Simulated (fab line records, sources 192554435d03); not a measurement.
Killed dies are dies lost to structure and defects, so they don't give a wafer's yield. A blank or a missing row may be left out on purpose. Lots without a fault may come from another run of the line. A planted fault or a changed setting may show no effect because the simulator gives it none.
Split-lot experiment | flow n5_finfet | 7 lots, 39 wafers read, on a route of 1938 steps

THE SPLIT
At N5_BEOL_M9_TRENCH_ETCH_37 (etches SiCOH lowk in C4F6/O2, target depth 151.43 nm, time 49 s), the setting target_depth_a was moved away from the recipe's 1514.3 angstrom on 18 of the 39 wafers read, by -57.4% to +57.4%. The other wafers ran this setting at the recipe's value.

FROM THE SPLIT TO THE READING: what the file shows between them, 8 steps
- N5_BEOL_M9_ETCH_41: etches SiCN in CH3F/O2, target depth 36.6 nm, time 70.1 s
- N5_BEOL_M9_STRIP_80: strips in N2/H2, time 10 s
- N5_BEOL_M9_OCD_MEAS_38
- N5_BEOL_M9_HM_STRIP_39: strips TiN in peroxide tin strip, target depth 25 nm, time 158 s
- N5_BEOL_M9_SRD_40: time 30 s
- N5_BEOL_M9_ECD_50: material Cu, target thk 318 nm
- N5_BEOL_M9_ANNEAL_51: time 90 s
- N5_BEOL_M9_CMP_52: polishes, stops on SiCOH lowk, t overpolish 7 s, target thk 140 nm

THE READING
M9_THK, in nm, at N5_BEOL_M9_THK_MEAS_53 (measures by xrf). Fault-free wafers of this fab line usually give 139.2 nm, standard deviation 2.8 nm.

wafer  | tool, chamber at the split | target_depth_a as run, angstrom | against the recipe | M9_THK, nm | against lot-mates on the recipe
L076.3 | rie_diel-06, 0             | 1514.3                          | recipe             | 139.7      | -
L076.4 | rie_diel-06, 3             | 1514.3                          | recipe             | 137.2      | -
L076.5 | rie_diel-06, 0             | 1514.3                          | recipe             | 137.6      | -
L080.1 | rie_diel-06, 3             | 1514.3                          | recipe             | 137.5      | -
L080.2 | rie_diel-06, 2             | 645.5                           | -57.4%             | 49.1       | -91.0
L080.3 | rie_diel-06, 0             | 1514.3                          | recipe             | 140.4      | -
L080.4 | rie_diel-06, 1             | 645.5                           | -57.4%             | 55.3       | -84.8
L080.5 | rie_diel-06, 1             | 1514.3                          | recipe             | 142.5      | -
L080.6 | rie_diel-06, 2             | 645.5                           | -57.4%             | 49.2       | -90.9
L081.1 | rie_diel-04, 2             | 1514.3                          | recipe             | 143.3      | -
L081.2 | rie_diel-04, 1             | 1514.3                          | recipe             | 139.7      | -
L081.3 | rie_diel-04, 3             | 2384                            | +57.4%             | 225.2      | +84.0
L081.4 | rie_diel-04, 0             | 2384                            | +57.4%             | 225.8      | +84.6
L081.5 | rie_diel-04, 0             | 1514.3                          | recipe             | 140.7      | -
L081.6 | rie_diel-04, 1             | 2384                            | +57.4%             | 227.6      | +86.4
L089.1 | rie_diel-06, 2             | 649.5                           | -57.1%             | 53.4       | -89.7
L089.2 | rie_diel-06, 3             | 649.5                           | -57.1%             | 54.5       | -88.6
L089.3 | rie_diel-06, 0             | 649.5                           | -57.1%             | 54.1       | -89.0
L089.4 | rie_diel-06, 1             | 1514.3                          | recipe             | 144.0      | -
L089.5 | rie_diel-06, 0             | 1514.3                          | recipe             | 139.8      | -
L089.6 | rie_diel-06, 1             | 1514.3                          | recipe             | 145.6      | -
L091.1 | rie_diel-06, 0             | 1514.3                          | recipe             | 140.4      | -
L091.2 | rie_diel-06, 1             | 1784                            | +17.8%             | 169.9      | +30.8
L091.3 | rie_diel-06, 3             | 1514.3                          | recipe             | 135.6      | -
L091.4 | rie_diel-06, 2             | 1784                            | +17.8%             | 167.4      | +28.3
L091.5 | rie_diel-06, 1             | 1514.3                          | recipe             | 141.4      | -
L091.6 | rie_diel-06, 2             | 1784                            | +17.8%             | 166.9      | +27.8
L095.1 | rie_diel-05, 1             | 2067                            | +36.5%             | 196.0      | +56.9
L095.2 | rie_diel-05, 3             | 1514.3                          | recipe             | 140.0      | -
L095.3 | rie_diel-05, 2             | 1514.3                          | recipe             | 140.2      | -
L095.4 | rie_diel-05, 0             | 2067                            | +36.5%             | 189.6      | +50.5
L095.5 | rie_diel-05, 0             | 1514.3                          | recipe             | 137.0      | -
L095.6 | rie_diel-05, 3             | 2067                            | +36.5%             | 199.6      | +60.5
L094.1 | rie_diel-05, 3             | 2154                            | +42.2%             | 201.7      | +65.2
L094.2 | rie_diel-05, 2             | 2154                            | +42.2%             | 197.9      | +61.4
L094.3 | rie_diel-05, 0             | 2154                            | +42.2%             | 193.2      | +56.7
L094.4 | rie_diel-05, 1             | 1514.3                          | recipe             | 136.1      | -
L094.5 | rie_diel-05, 2             | 1514.3                          | recipe             | 135.4      | -
L094.6 | rie_diel-05, 3             | 1514.3                          | recipe             | 137.9      | -

THE FIT
A straight line over all 39 wafers: M9_THK changes by +1.5 nm for each +1% of target_depth_a; r = +1.00; the points scatter about the line by 3.2 nm.
The same after taking each lot's own level away (the mean of its wafers on the recipe; 39 wafers): +1.52 nm for each +1%; r = +1.00; scatter 2.7 nm.
On that fit, the largest move of target_depth_a shifts the reading by 87 nm.
The lots' own levels span 136.47 to 143.13 nm, that is 2.4 times the standard deviation above.
So the lot-to-lot level changes the slope little: the two slopes agree.
Check: with one of the wafers moved furthest among these (+57.4%) left out of the fit, the line predicts +87.3 nm for it against its lot-mates. It came out at +84 nm against them.

THE WHOLE CHAIN: every reading that the file lists as answering this split, in the file's order
step                      | what it does                                                       | reading                                                                          | change (the file's fit)                                                              | r (the file's)
N5_BEOL_M9_TRENCH_ETCH_37 | etches SiCOH lowk in C4F6/O2, target depth 151.43 nm, time 49 s    | BEOL_M9.feature_depth_nm (the simulator's own value, which no gauge read)        | +1.53 nm for each +1% of the setting                                                 | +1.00
N5_BEOL_M9_TRENCH_ETCH_37 | etches SiCOH lowk in C4F6/O2, target depth 151.43 nm, time 49 s    | etch.depth_nm (the simulator's own value, which no gauge read)                   | +1.53 nm for each +1% of the setting                                                 | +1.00
N5_BEOL_M9_TRENCH_ETCH_37 | etches SiCOH lowk in C4F6/O2, target depth 151.43 nm, time 49 s    | TiN_of_BEOL_M9_HM_DEP_02.thk_nm (the simulator's own value, which no gauge read) | -0.0418 nm for each +1% of the setting                                               | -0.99
N5_BEOL_M9_OCD_MEAS_38    |                                                                    | trench_depth_nm                                                                  | +1.53 nm for each +1% of the setting                                                 | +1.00
N5_BEOL_M9_CMP_52         | polishes, stops on SiCOH lowk, t overpolish 7 s, target thk 140 nm | Cu_of_BEOL_M9_ECD_50.thk_nm (the simulator's own value, which no gauge read)     | +1.53 nm for each +1% of the setting                                                 | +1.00
N5_BEOL_M9_THK_MEAS_53    | measures by xrf                                                    | M9_THK                                                                           | +1.52 for each +1% of the setting                                                    | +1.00
N5_BEOL_M9_RS_MEAS_57     | measures by four-point-probe                                       | M9_RS                                                                            | not straight: 0.490 at the lowest setting, 0.151 at the recipe, 0.089 at the highest | not given

THE FILE'S OWN FIT
M9_THK changes by +1.52 nm for each +1% of target_depth_a, r = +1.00.
